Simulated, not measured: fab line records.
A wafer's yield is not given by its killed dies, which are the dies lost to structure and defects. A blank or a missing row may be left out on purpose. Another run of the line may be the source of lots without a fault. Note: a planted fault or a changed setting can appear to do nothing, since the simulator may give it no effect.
Code-filled problem report in 8D (eight disciplines) form :: flow n5_finfet :: the parts of the form that need people (team, actions taken, sign-off) are left out

## 1. WHAT WENT WRONG
thk_nm at N5_SD_EPI_N_EPI_MEAS_23 reads a mean of 50.5 nm on 5 wafers of 3 lots; wafers without a fault read 58.9 nm with a standard deviation of 1.2. Measured from the usual mean, that is -7.0 standard deviations.
Seen first at day 5 23:10 on film_metro-02, wafer L533.2. The record holds 26 wafers of 9 lots with a number at this step. Rule for "out", or "out of limits": more than 4 standard deviations from the usual mean. Any other wafer with a number is counted as sound.

## 2. WHAT IT IS, AND WHAT IT ISN'T
question: which readings at this step
is: thk_nm
is not: -

question: which lots
is: L533, L534, L539
is not: L523, L530, L540, L542, L543, L545

question: which wafers of those lots
is: L533.2, L533.4, L534.2, L539.2, L539.4
is not: L533.6, L534.3, L539.1

question: read on which gauges
is: film_metro-01, film_metro-02
is not: -

question: when
is: from day 5 23:10
is not: up to then (7 sound wafers); but 14 sound wafers of L534, L539, L540, L542, L543, L545 came after

## 3. WHAT RULES OUT EACH SUSPECT
Counting: a tool at a process step up to the reading stays a suspect if it ran every lot that is out. Sound lots after the first of them don't rule it out here, since some wafers of a struck lot are sound.
- the gauge at N5_SD_EPI_N_EPI_MEAS_23: ruled out. 2 gauges (film_metro-01, film_metro-02) read the wafers that are out.
- epi_rpcvd-03 at N5_SD_EPI_N_EPI_21 (deposits Si:P, time 690 s): kept. Ran every lot that is out, first one L533 (day 5 21:43); last sound lot up to then L530 (day 5 07:21).
Remaining after the count: epi_rpcvd-03 at N5_SD_EPI_N_EPI_21.

## 4. THE CAUSE (what the simulator had put in)
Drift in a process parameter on epi_rpcvd-03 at N5_SD_EPI_N_EPI_21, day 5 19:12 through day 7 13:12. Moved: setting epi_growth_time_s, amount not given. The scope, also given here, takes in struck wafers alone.
Counting left only this tool.

## 5. THE EFFECT CHAIN, in route order
Each row: a reading where the mean over the struck wafers with a number is more than 3 standard deviations away from the usual. Only readings whose record carries a usual standard deviation are examined. hours: median over the lots of the time between each lot's start at the first step of this table that gives one and its start at this step. sigmas: the change, counted in usual standard deviations.
hours: 0
step: N5_SD_EPI_N_EPI_MEAS_23
reading: thk_nm
usual: 58.9 nm
on struck wafers: 50.5
change: -8.4
sigmas: -7.0

hours: 6
step: N5_SD_ACTIVATION_RS_MEAS_03
reading: RS_SD_N
usual: 22.0 ohm/sq
on struck wafers: 25.8
change: +3.8
sigmas: +13

hours: 114
step: N5_BEOL_M4_RC_MEAS_101
reading: REXT_N
usual: 74.7 ohm.um
on struck wafers: 80.8
change: +6.1
sigmas: +3.8

hours: 114
step: N5_BEOL_M4_RC_MEAS_101
reading: RS_SD_N
usual: 28.5 ohm/sq
on struck wafers: 33.4
change: +4.9
sigmas: +14
Later measuring or inspecting steps at which every struck wafer that the step has a row for has a number for every such reading, and none has moved that far: N5_SD_EPI_P_CD_MEAS_09.

## 6. HOW IT WOULD HAVE BEEN CAUGHT EARLIER
In this record the first reading out of limits at a measuring or inspecting step was taken at day 5 23:10, 4 hours after the fault began at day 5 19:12.
An alarm limit of 4 standard deviations would not have fired on the tool readings at N5_SD_EPI_N_EPI_21 for which the record gives a usual standard deviation, since none of them was out on any struck wafer.
L534, L539, from the lots that are out (3), started N5_SD_EPI_N_EPI_21 on epi_rpcvd-03 later than day 5 23:10. A hold on the tool at that time would have spared those 2.
